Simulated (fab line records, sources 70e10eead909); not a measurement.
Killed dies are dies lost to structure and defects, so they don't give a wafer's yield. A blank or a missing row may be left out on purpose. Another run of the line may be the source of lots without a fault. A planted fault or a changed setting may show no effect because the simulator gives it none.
Chamber matching | flow nand harc | NHARC_A_CONTACT_ETCH_92 on rie diel-09: 4 sister chambers
The step etches the open film in CH3F/O2, target depth 40 nm, time 85.7 s. 17 wafers are shown with their chamber, then 8 later ones without.

== WAFERS, EACH WITH ITS CHAMBER ==
wafer  | chamber | showerhead plenum p Torr (Torr) | drypump motor current A (A) | rf vpp V (V)
L168.1 | 3       | 2.54                            | 5.4                         | 246.2
L168.4 | 2       | 2.41                            | 5.1                         | 243.9
L168.5 | 3       | 2.54                            | 5.4                         | 246.9
L169.2 | 2       | 2.41                            | 5.1                         | 243.9
L169.4 | 3       | 2.54                            | 5.4                         | 244.7
L172.1 | 3       | 2.53                            | 5.4                         | 246.0
L172.6 | 1       | 2.39                            | 6.5                         | 245.0
L178.1 | 2       | 2.41                            | 5.1                         | 242.4
L178.2 | 3       | 2.53                            | 5.5                         | 246.7
L178.6 | 3       | 2.53                            | 5.4                         | 245.6
L182.1 | 0       | 2.53                            | 6.3                         | 244.9
L182.3 | 1       | 2.39                            | 6.6                         | 241.8
L182.4 | 2       | 2.40                            | 5.1                         | 243.3
L180.4 | 0       | 2.53                            | 6.3                         | 244.8
L180.5 | 0       | 2.53                            | 6.4                         | 245.2
L180.6 | 1       | 2.39                            | 6.5                         | 244.5
L181.4 | 1       | 2.39                            | 6.6                         | 242.6

SIGNATURES, as means of the wafers listed above
reading                  | chamber 0 | chamber 1 | chamber 2 | chamber 3 | scatter within a chamber
showerhead plenum p Torr | 2.5300    | 2.3900    | 2.4075    | 2.5350    | 0.00416
drypump motor current A  | 6.333     | 6.550     | 5.100     | 5.417     | 0.0439
rf vpp V                 | 244.967   | 243.475   | 243.375   | 246.017   | 0.95
Rule: a wafer lies at a distance from a chamber equal to the root of the sum of squares, over the readings, of (its reading less the chamber's mean, divided by the reading's scatter). The wafer belongs to the nearest chamber; if the next one is less than 2 further off, it can't be placed. The scatter: take each reading less its chamber's mean, square it, sum over the shown wafers, divide by the number of wafers less the number of chambers, and take the root.

== WAFERS WITHOUT THEIR CHAMBER ==
wafer  | showerhead plenum p Torr (Torr) | drypump motor current A (A) | rf vpp V (V)
L181.5 | 2.40                            | 5.1                         | 243.0
L181.6 | 2.53                            | 5.5                         | 246.0
L183.1 | 2.53                            | 5.5                         | 246.1
L183.2 | 2.40                            | 5.1                         | 244.5
L183.6 | 2.40                            | 5.1                         | 241.3
L185.1 | 2.53                            | 6.3                         | 245.7
L185.2 | 2.40                            | 5.1                         | 242.2
L185.5 | 2.53                            | 5.4                         | 246.2

== THE CHAMBER EACH PASSED THROUGH ==
wafer  | from the rows above | in truth
L181.5 | 2                   | 2
L181.6 | 3                   | 3
L183.1 | 3                   | 3
L183.2 | 2                   | 2
L183.6 | 2                   | 2
L185.1 | 0                   | 0
L185.2 | 2                   | 2
L185.5 | 3                   | 3
Placed correctly: 8 of 8. Not placeable from these rows: 0. 0 placed wrongly.
